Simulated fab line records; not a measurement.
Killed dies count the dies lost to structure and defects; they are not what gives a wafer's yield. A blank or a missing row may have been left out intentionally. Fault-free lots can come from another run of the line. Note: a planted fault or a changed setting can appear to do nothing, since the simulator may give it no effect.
fab line records    flow nand_harc
record lots=6  wafers=18  last_day=33
route steps=1302 shown A_ONON_D2@548 END@1302
lots untouched by any fault: they come from a run of this same line in which no faults occurred
start_h: the number of hours between the record's first day and the start of the first shown wafer of the lot    wait_h: hours from the lot's prior step to this one    " same as the row above    L1.1+2: several wafers, shown together as one row    - either no value or no given start    * or withheld: withheld    < > ~ a bound
route shown NAME@n: a module of which the file shows steps, and the number in the route of the first    usual: mean/standard deviation taken from wafers without a fault    same: alike in all rows    chamber/n: place in a boat    sites: readings site by site    _std_site: standard deviation of those values    _edge_site: the outer-site mean with the inner-site mean subtracted    radius_mm: for every site, how far away it sits from the centre of the wafer    mask NAME#n: copy n    behind: the tool/chamber that last shaped the wafer    hold: the reason the lot was held/the length of the hold in hours/how it ended    device: which transistor (n, p or np) failed to switch    end of line: the same wafers' tests at the end of the route    step lacking rows: just its recipe    killed: not the wafer's yield, but the dies lost to structure and defects at the first sort    map: a wafer's dies, x killed, . not, _ none there
set.NAME: the run value of the setting; set.NAME@STEP: its run value at that earlier step    model.NAME: the simulator's own value behind a step, which no gauge read
certain route steps with their lots: each step a table, each wafer a row
services: a tool's chamber out of use, with start hour (start_h, from the record's first day; less than 0 if before it), hours out, and reason
## steps
# step NHARC_A_ONON_D2_THK_MEAS_05
# recipe thk_meas_gauge=ellipsometry
# usual thk_nm=997/9
lot.wafer  tool           chamber  start_h  wait_h  thk_nm
L308.1     film_metro-02  -        329.77   -       977
L308.4     "              -        "        "       977
L308.6     "              -        "        "       975
L315.1     film_metro-01  -        398.91   -       987
L315.3     "              -        "        "       989
L315.6     "              -        "        "       985
L316.1     film_metro-01  -        408.76   -       997
L316.5     "              -        "        "       996
L316.6     "              -        "        "       996
L324.2     film_metro-02  -        478.64   -       993
L324.3     "              -        "        "       993
L324.6     "              -        "        "       992
L325.2     film_metro-02  -        491.61   -       1012
L325.3     "              -        "        "       1013
L325.4     "              -        "        "       1012
L326.3     film_metro-02  -        501.00   -       993
L326.4     "              -        "        "       992
L326.5     "              -        "        "       991
# step NHARC_A_ONON_D2_DEP_06
# recipe target_thk_a=10000  n2_flow_sccm=2750  n2o_flow_sccm=2000  nh3_flow_sccm=500  sih4_flow_sccm=210  temp_c=400
# step NHARC_A_ONON_D2_THK_MEAS_08
# recipe thk_meas_gauge=ellipsometry
# usual thk_nm=1003/11
lot.wafer  tool           chamber  start_h  wait_h  thk_nm
L308.1     film_metro-01  -        330.34   -       1028
L308.4     "              -        "        "       1026
L308.6     "              -        "        "       1031
L315.1     film_metro-02  -        399.47   -       993
L315.3     "              -        "        "       993
L315.6     "              -        "        "       992
L316.1     film_metro-01  -        409.32   -       1011
L316.5     "              -        "        "       1011
L316.6     "              -        "        "       1010
L324.2     film_metro-02  -        479.22   -       995
L324.3     "              -        "        "       993
L324.6     "              -        "        "       992
L325.2     film_metro-02  -        492.16   -       1001
L325.3     "              -        "        "       999
L325.4     "              -        "        "       1000
L326.3     film_metro-01  -        501.71   -       1001
L326.4     "              -        "        "       1000
L326.5     "              -        "        "       1000
# step NHARC_A_ONON_D2_DEP_09
# recipe target_thk_a=10000  n2_flow_sccm=2750  n2o_flow_sccm=2000  nh3_flow_sccm=500  sih4_flow_sccm=210  temp_c=400
# step NHARC_A_ONON_D2_THK_MEAS_11
# recipe thk_meas_gauge=ellipsometry
# usual thk_nm=1001/10
lot.wafer  tool           chamber  start_h  wait_h  thk_nm
L308.1     film_metro-02  -        330.90   -       999
L308.4     "              -        "        "       999
L308.6     "              -        "        "       998
L315.1     film_metro-02  -        400.06   -       1000
L315.3     "              -        "        "       1001
L315.6     "              -        "        "       1000
L316.1     film_metro-02  -        409.89   -       1000
L316.5     "              -        "        "       1000
L316.6     "              -        "        "       1000
L324.2     film_metro-01  -        479.78   -       996
L324.3     "              -        "        "       996
L324.6     "              -        "        "       997
L325.2     film_metro-01  -        492.73   -       997
L325.3     "              -        "        "       996
L325.4     "              -        "        "       994
L326.3     film_metro-01  -        502.31   -       993
L326.4     "              -        "        "       991
L326.5     "              -        "        "       991
# step NHARC_A_ONON_D2_DEP_12
# recipe target_thk_a=10000  n2_flow_sccm=2750  n2o_flow_sccm=2000  nh3_flow_sccm=500  sih4_flow_sccm=210  temp_c=400
# step NHARC_A_ONON_D2_THK_MEAS_14
# recipe thk_meas_gauge=ellipsometry
# usual thk_nm=998/13
lot.wafer  tool           chamber  start_h  wait_h  thk_nm
L308.1     film_metro-01  -        331.48   -       1006
L308.4     "              -        "        "       1007
L308.6     "              -        "        "       1005
L315.1     film_metro-02  -        400.63   -       983
L315.3     "              -        "        "       984
L315.6     "              -        "        "       982
L316.1     film_metro-02  -        410.45   -       993
L316.5     "              -        "        "       992
L316.6     "              -        "        "       993
L324.2     film_metro-01  -        480.35   -       1001
L324.3     "              -        "        "       1002
L324.6     "              -        "        "       1002
L325.2     film_metro-02  -        493.29   -       1014
L325.3     "              -        "        "       1015
L325.4     "              -        "        "       1012
L326.3     film_metro-02  -        502.88   -       996
L326.4     "              -        "        "       996
L326.5     "              -        "        "       997
# step NHARC_A_ONON_D2_ANNEAL_15
# recipe temp_c=750  time_s=3600
# step NHARC_A_ONON_D2_DEP_16
# recipe target_thk_a=10000  n2_flow_sccm=2750  n2o_flow_sccm=2000  nh3_flow_sccm=500  sih4_flow_sccm=210  temp_c=400
# step NHARC_A_ONON_D2_THK_MEAS_18
# recipe thk_meas_gauge=ellipsometry
# usual thk_nm=1003/9.4
lot.wafer  tool           chamber  start_h  wait_h  thk_nm
L308.1     film_metro-02  -        338.89   -       999
L308.4     "              -        "        "       998
L308.6     "              -        "        "       998
L315.1     film_metro-02  -        408.65   -       1001
L315.3     "              -        "        "       1001
L315.6     "              -        "        "       1002
L316.1     film_metro-02  -        421.05   -       1005
L316.5     "              -        "        "       1004
L316.6     "              -        "        "       1006
L324.2     film_metro-02  -        488.12   -       992
L324.3     "              -        "        "       993
L324.6     "              -        "        "       994
L325.2     film_metro-02  -        500.90   -       1012
L325.3     "              -        "        "       1012
L325.4     "              -        "        "       1012
L326.3     film_metro-01  -        514.73   -       1009
L326.4     "              -        "        "       1011
L326.5     "              -        "        "       1008
# step NHARC_A_ONON_D2_DEP_19
# recipe target_thk_a=10000  n2_flow_sccm=2750  n2o_flow_sccm=2000  nh3_flow_sccm=500  sih4_flow_sccm=210  temp_c=400
# step NHARC_A_ONON_D2_THK_MEAS_21
# recipe thk_meas_gauge=ellipsometry
# usual thk_nm=1000/10
lot.wafer  tool           chamber  start_h  wait_h  thk_nm
L308.1     film_metro-02  -        339.46   -       1003
L308.4     "              -        "        "       1003
L308.6     "              -        "        "       1003
L315.1     film_metro-01  -        409.21   -       998
L315.3     "              -        "        "       998
L315.6     "              -        "        "       998
L316.1     film_metro-01  -        421.61   -       1005
L316.5     "              -        "        "       1007
L316.6     "              -        "        "       1006
L324.2     film_metro-01  -        488.69   -       980
L324.3     "              -        "        "       982
L324.6     "              -        "        "       982
L325.2     film_metro-02  -        501.60   -       1016
L325.3     "              -        "        "       1017
L325.4     "              -        "        "       1015
L326.3     film_metro-01  -        515.29   -       1011
L326.4     "              -        "        "       1010
L326.5     "              -        "        "       1010
# step NHARC_A_ONON_D2_DEP_22
# recipe target_thk_a=10000  n2_flow_sccm=2750  n2o_flow_sccm=2000  nh3_flow_sccm=500  sih4_flow_sccm=210  temp_c=400
lot.wafer   tool           chamber  start_h  wait_h
L308.1+4+6  pecvd_onon-02  0        339.51   0.1
L315.1+3+6  pecvd_onon-04  0        409.27   0.1
L316.1+5+6  pecvd_onon-04  0        421.67   0.1
L324.2+3+6  pecvd_onon-04  0        488.80   0.1
L325.2+3+4  pecvd_onon-02  0        501.72   0.1
L326.3+4+5  pecvd_onon-04  0        515.46   0.2
# step NHARC_A_ONON_D2_THK_MEAS_24
# recipe thk_meas_gauge=ellipsometry
# usual thk_nm=1001/8.7
lot.wafer  tool           chamber  start_h  wait_h  thk_nm
L308.1     film_metro-01  -        340.03   -       997
L308.4     "              -        "        "       997
L308.6     "              -        "        "       997
L315.1     film_metro-01  -        409.78   -       1038
L315.3     "              -        "        "       1007
L315.6     "              -        "        "       1006
L316.1     film_metro-02  -        422.18   -       1041
L316.5     "              -        "        "       1009
L316.6     "              -        "        "       1009
L324.2     film_metro-01  -        489.25   -       1014
L324.3     "              -        "        "       1014
L324.6     "              -        "        "       1016
L325.2     film_metro-02  -        502.17   -       999
L325.3     "              -        "        "       1000
L325.4     "              -        "        "       1000
L326.3     film_metro-01  -        515.85   -       997
L326.4     "              -        "        "       998
L326.5     "              -        "        "       995
# step NHARC_A_ONON_D2_DEP_25
# recipe target_thk_a=10000  n2_flow_sccm=2750  n2o_flow_sccm=2000  nh3_flow_sccm=500  sih4_flow_sccm=210  temp_c=400
# step NHARC_END_SORT_01
# recipe temp_c=25
# usual killed_at_array=52/16  killed_at_other=0.8/1.1  killed_at_periphery=4.2/2.5  killed_dies=57/16  killed_open=3.4/2  killed_short=2.6/1.6
# same gross_dies=677
lot.wafer  tool       chamber  start_h  wait_h  killed_at_array  killed_at_other  killed_at_periphery  killed_dies  killed_open  killed_short
L316.1     prober-01  0        690.74   2.5     57               0                4                    61           5            1
L315.1     prober-02  0        690.81   2.6     87               1                5                    93           5            4
# killed by level:class
L316.1 A_ONON_D2:area_dep=29 A_CHANNEL_HOLE_D2:chamber_film_flake=12 A_CONTACT:chamber_film_flake=5 A_CHANNEL_HOLE_D1:chamber_film_flake=3 P_M0:geometric_particle:open=2 A_ZERO_WELL:chamber_film_flake=2 A_SLIT:chamber_film_flake=2 P_M0:geometric_particle:short=1
L315.1 A_ONON_D2:area_dep=22 A_SLIT:chamber_film_flake=21 A_CHANNEL_HOLE_D1:chamber_film_flake=20 A_CHANNEL_HOLE_D2:chamber_film_flake=11 A_CONTACT:chamber_film_flake=4 P_CONTACT:chamber_film_flake=2 A_WL_FILL:geometric_particle:short=2 A_M0:geometric_particle:open=2
## services
tool           chamber  start_h  hours  kind
pecvd_onon-02  -        366.16   13.0   pm
pecvd_onon-04  -        492.54   13.0   pm
## key
first_sign step=NHARC_A_ONON_D2_THK_MEAS_24  reading=thk_nm  direction=up  sigmas=4.5  usual=1001  struck=1040
more_kills_born_at NHARC_A_ONON_D2_DEP_22@pecvd_onon-04=51
met_at NHARC_A_ONON_D2_DEP_22
struck_wafers L315.1,L316.1
tester_left_out L315,L316
fault kind=process_parameter_drift  tool=pecvd_onon-04  chamber=-  onset_h=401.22  steps=NHARC_A_ONON_D2_DEP_22  channel=target_thk_a  offset=*  shape=step  end_h=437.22  scope=struck_wafers_only  acts_in=*  stated=*
# tester_left_out: of these lots the tester's yield and bins aren't shown, on N5 and GAA mostly nor the transistor test; their killed dies are dies lost to structure and defects alone, not to doping, threshold or leakage, so they don't give the yield
